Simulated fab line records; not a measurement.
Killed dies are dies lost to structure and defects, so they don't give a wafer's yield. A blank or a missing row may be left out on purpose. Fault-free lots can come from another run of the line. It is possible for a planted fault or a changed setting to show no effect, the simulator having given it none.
Split-lot trial / flow n5-finfet / 39 wafers read across 7 lots, on a route 1938 steps long

## SPLIT DETAILS
At N5_PMOS_HMC_CHANNEL_EPI_HM_DEP_34 (deposits SiO2 from TEOS/O2, target thk 36 nm, time 6.9 s), the setting time-s was moved away from the recipe's 6.9 s on 18 of the 39 wafers read, by -54.6% to +59.0%. The other wafers ran this setting at the recipe's value.

The reading comes from the split's own step.

## THE READING
SiO2_of_PMOS_HMC_CHANNEL_EPI_HM_DEP_34.thk-nm (the simulator's own value, which no gauge read), in nm, at N5_PMOS_HMC_CHANNEL_EPI_HM_DEP_34 (deposits SiO2 from TEOS/O2, target thk 36 nm, time 6.9 s). No usual value for it is given in the file. Average 36.11 nm, standard deviation 0.51 nm, over the 21 wafers here run with the recipe.

wafer=L085.1; tool, chamber at the split=pecvd-01, 2; time-s as run, s=9.073; against the recipe=+31.5%; SiO2_of_PMOS_HMC_CHANNEL_EPI_HM_DEP_34.thk-nm, nm=46; against lot-mates on the recipe=+10.34
wafer=L085.2; tool, chamber at the split=pecvd-01, 2; time-s as run, s=6.9; against the recipe=recipe; SiO2_of_PMOS_HMC_CHANNEL_EPI_HM_DEP_34.thk-nm, nm=35.71; against lot-mates on the recipe=-
wafer=L085.3; tool, chamber at the split=pecvd-01, 2; time-s as run, s=6.9; against the recipe=recipe; SiO2_of_PMOS_HMC_CHANNEL_EPI_HM_DEP_34.thk-nm, nm=35.46; against lot-mates on the recipe=-
wafer=L085.4; tool, chamber at the split=pecvd-01, 2; time-s as run, s=9.073; against the recipe=+31.5%; SiO2_of_PMOS_HMC_CHANNEL_EPI_HM_DEP_34.thk-nm, nm=46.41; against lot-mates on the recipe=+10.75
wafer=L085.5; tool, chamber at the split=pecvd-01, 2; time-s as run, s=9.073; against the recipe=+31.5%; SiO2_of_PMOS_HMC_CHANNEL_EPI_HM_DEP_34.thk-nm, nm=46.21; against lot-mates on the recipe=+10.55
wafer=L085.6; tool, chamber at the split=pecvd-01, 2; time-s as run, s=6.9; against the recipe=recipe; SiO2_of_PMOS_HMC_CHANNEL_EPI_HM_DEP_34.thk-nm, nm=35.8; against lot-mates on the recipe=-
wafer=L086.1; tool, chamber at the split=pecvd-04, 1; time-s as run, s=6.9; against the recipe=recipe; SiO2_of_PMOS_HMC_CHANNEL_EPI_HM_DEP_34.thk-nm, nm=36.23; against lot-mates on the recipe=-
wafer=L086.2; tool, chamber at the split=pecvd-04, 2; time-s as run, s=6.9; against the recipe=recipe; SiO2_of_PMOS_HMC_CHANNEL_EPI_HM_DEP_34.thk-nm, nm=36.41; against lot-mates on the recipe=-
wafer=L086.5; tool, chamber at the split=pecvd-04, 1; time-s as run, s=6.9; against the recipe=recipe; SiO2_of_PMOS_HMC_CHANNEL_EPI_HM_DEP_34.thk-nm, nm=36.84; against lot-mates on the recipe=-
wafer=L088.1; tool, chamber at the split=pecvd-04, 2; time-s as run, s=8.275; against the recipe=+19.9%; SiO2_of_PMOS_HMC_CHANNEL_EPI_HM_DEP_34.thk-nm, nm=43.19; against lot-mates on the recipe=+6.80
wafer=L088.2; tool, chamber at the split=pecvd-04, 0; time-s as run, s=8.275; against the recipe=+19.9%; SiO2_of_PMOS_HMC_CHANNEL_EPI_HM_DEP_34.thk-nm, nm=43.31; against lot-mates on the recipe=+6.92
wafer=L088.3; tool, chamber at the split=pecvd-04, 1; time-s as run, s=6.9; against the recipe=recipe; SiO2_of_PMOS_HMC_CHANNEL_EPI_HM_DEP_34.thk-nm, nm=35.8; against lot-mates on the recipe=-
wafer=L088.4; tool, chamber at the split=pecvd-04, 0; time-s as run, s=6.9; against the recipe=recipe; SiO2_of_PMOS_HMC_CHANNEL_EPI_HM_DEP_34.thk-nm, nm=37; against lot-mates on the recipe=-
wafer=L088.5; tool, chamber at the split=pecvd-04, 2; time-s as run, s=8.275; against the recipe=+19.9%; SiO2_of_PMOS_HMC_CHANNEL_EPI_HM_DEP_34.thk-nm, nm=44.14; against lot-mates on the recipe=+7.75
wafer=L088.6; tool, chamber at the split=pecvd-04, 1; time-s as run, s=6.9; against the recipe=recipe; SiO2_of_PMOS_HMC_CHANNEL_EPI_HM_DEP_34.thk-nm, nm=36.38; against lot-mates on the recipe=-
wafer=L090.1; tool, chamber at the split=pecvd-01, 0; time-s as run, s=6.9; against the recipe=recipe; SiO2_of_PMOS_HMC_CHANNEL_EPI_HM_DEP_34.thk-nm, nm=35.49; against lot-mates on the recipe=-
wafer=L090.2; tool, chamber at the split=pecvd-01, 2; time-s as run, s=5.553; against the recipe=-19.5%; SiO2_of_PMOS_HMC_CHANNEL_EPI_HM_DEP_34.thk-nm, nm=28.51; against lot-mates on the recipe=-7.39
wafer=L090.3; tool, chamber at the split=pecvd-01, 0; time-s as run, s=5.553; against the recipe=-19.5%; SiO2_of_PMOS_HMC_CHANNEL_EPI_HM_DEP_34.thk-nm, nm=29.02; against lot-mates on the recipe=-6.88
wafer=L090.4; tool, chamber at the split=pecvd-01, 2; time-s as run, s=5.553; against the recipe=-19.5%; SiO2_of_PMOS_HMC_CHANNEL_EPI_HM_DEP_34.thk-nm, nm=28.89; against lot-mates on the recipe=-7.01
wafer=L090.5; tool, chamber at the split=pecvd-01, 0; time-s as run, s=6.9; against the recipe=recipe; SiO2_of_PMOS_HMC_CHANNEL_EPI_HM_DEP_34.thk-nm, nm=36.05; against lot-mates on the recipe=-
wafer=L090.6; tool, chamber at the split=pecvd-01, 2; time-s as run, s=6.9; against the recipe=recipe; SiO2_of_PMOS_HMC_CHANNEL_EPI_HM_DEP_34.thk-nm, nm=36.16; against lot-mates on the recipe=-
wafer=L092.1; tool, chamber at the split=pecvd-02, 2; time-s as run, s=3.131; against the recipe=-54.6%; SiO2_of_PMOS_HMC_CHANNEL_EPI_HM_DEP_34.thk-nm, nm=16.52; against lot-mates on the recipe=-19.28
wafer=L092.2; tool, chamber at the split=pecvd-02, 1; time-s as run, s=6.9; against the recipe=recipe; SiO2_of_PMOS_HMC_CHANNEL_EPI_HM_DEP_34.thk-nm, nm=35.43; against lot-mates on the recipe=-
wafer=L092.3; tool, chamber at the split=pecvd-02, 0; time-s as run, s=3.131; against the recipe=-54.6%; SiO2_of_PMOS_HMC_CHANNEL_EPI_HM_DEP_34.thk-nm, nm=16.15; against lot-mates on the recipe=-19.65
wafer=L092.4; tool, chamber at the split=pecvd-02, 1; time-s as run, s=6.9; against the recipe=recipe; SiO2_of_PMOS_HMC_CHANNEL_EPI_HM_DEP_34.thk-nm, nm=35.91; against lot-mates on the recipe=-
wafer=L092.5; tool, chamber at the split=pecvd-02, 0; time-s as run, s=3.131; against the recipe=-54.6%; SiO2_of_PMOS_HMC_CHANNEL_EPI_HM_DEP_34.thk-nm, nm=16.76; against lot-mates on the recipe=-19.04
wafer=L092.6; tool, chamber at the split=pecvd-02, 2; time-s as run, s=6.9; against the recipe=recipe; SiO2_of_PMOS_HMC_CHANNEL_EPI_HM_DEP_34.thk-nm, nm=36.06; against lot-mates on the recipe=-
wafer=L093.1; tool, chamber at the split=pecvd-04, 1; time-s as run, s=3.162; against the recipe=-54.2%; SiO2_of_PMOS_HMC_CHANNEL_EPI_HM_DEP_34.thk-nm, nm=16.92; against lot-mates on the recipe=-19.81
wafer=L093.2; tool, chamber at the split=pecvd-04, 0; time-s as run, s=3.162; against the recipe=-54.2%; SiO2_of_PMOS_HMC_CHANNEL_EPI_HM_DEP_34.thk-nm, nm=16.85; against lot-mates on the recipe=-19.88
wafer=L093.3; tool, chamber at the split=pecvd-04, 2; time-s as run, s=3.162; against the recipe=-54.2%; SiO2_of_PMOS_HMC_CHANNEL_EPI_HM_DEP_34.thk-nm, nm=17.44; against lot-mates on the recipe=-19.29
wafer=L093.4; tool, chamber at the split=pecvd-04, 1; time-s as run, s=6.9; against the recipe=recipe; SiO2_of_PMOS_HMC_CHANNEL_EPI_HM_DEP_34.thk-nm, nm=36.66; against lot-mates on the recipe=-
wafer=L093.5; tool, chamber at the split=pecvd-04, 0; time-s as run, s=6.9; against the recipe=recipe; SiO2_of_PMOS_HMC_CHANNEL_EPI_HM_DEP_34.thk-nm, nm=36.23; against lot-mates on the recipe=-
wafer=L093.6; tool, chamber at the split=pecvd-04, 2; time-s as run, s=6.9; against the recipe=recipe; SiO2_of_PMOS_HMC_CHANNEL_EPI_HM_DEP_34.thk-nm, nm=37.29; against lot-mates on the recipe=-
wafer=L096.1; tool, chamber at the split=pecvd-02, 1; time-s as run, s=6.9; against the recipe=recipe; SiO2_of_PMOS_HMC_CHANNEL_EPI_HM_DEP_34.thk-nm, nm=35.47; against lot-mates on the recipe=-
wafer=L096.2; tool, chamber at the split=pecvd-02, 2; time-s as run, s=10.97; against the recipe=+59.0%; SiO2_of_PMOS_HMC_CHANNEL_EPI_HM_DEP_34.thk-nm, nm=55.33; against lot-mates on the recipe=+19.52
wafer=L096.3; tool, chamber at the split=pecvd-02, 0; time-s as run, s=6.9; against the recipe=recipe; SiO2_of_PMOS_HMC_CHANNEL_EPI_HM_DEP_34.thk-nm, nm=35.76; against lot-mates on the recipe=-
wafer=L096.4; tool, chamber at the split=pecvd-02, 1; time-s as run, s=10.97; against the recipe=+59.0%; SiO2_of_PMOS_HMC_CHANNEL_EPI_HM_DEP_34.thk-nm, nm=56.09; against lot-mates on the recipe=+20.28
wafer=L096.5; tool, chamber at the split=pecvd-02, 2; time-s as run, s=6.9; against the recipe=recipe; SiO2_of_PMOS_HMC_CHANNEL_EPI_HM_DEP_34.thk-nm, nm=36.2; against lot-mates on the recipe=-
wafer=L096.6; tool, chamber at the split=pecvd-02, 0; time-s as run, s=10.97; against the recipe=+59.0%; SiO2_of_PMOS_HMC_CHANNEL_EPI_HM_DEP_34.thk-nm, nm=56.64; against lot-mates on the recipe=+20.83

FIT RESULTS
A straight line over all 39 wafers: SiO2_of_PMOS_HMC_CHANNEL_EPI_HM_DEP_34.thk-nm changes by +0.348 nm for each +1% of time-s; r = +1.00; the points scatter about the line by 0.58 nm.
The same after taking each lot's own level away (the mean of its wafers on the recipe; 39 wafers): +0.351 nm for each +1%; r = +1.00; scatter 0.42 nm.
Per that fit: largest time-s move, reading shift of 21 nm.
From 35.657 to 36.727 nm: that is the span of the lots' own levels, equal to 2.1 times the standard deviation above.
The two slopes are in agreement: the lot-to-lot level therefore moves the slope only a little.
Check: with one of the wafers moved furthest among these (+59.0%) left out of the fit, the line predicts +20.7 nm for it against its lot-mates. Against them it came out at +19.5 nm.

## THESE WAFERS: OTHER SPLITS
These wafers also went through other splits before the reading. Each is held against what the fit with the lots' levels taken away leaves over:
other split on the same wafers=N5_ZERO_LAYER_DEVELOP_10 develop-time-s; wafers away from the commonest value=18; r with SiO2_of_PMOS_HMC_CHANNEL_EPI_HM_DEP_34.thk-nm (lot level and that fit taken away)=-0.01

## FILE'S OWN FIT
SiO2_of_PMOS_HMC_CHANNEL_EPI_HM_DEP_34.thk-nm changes by +0.352 nm for each +1% of time-s, r = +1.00.
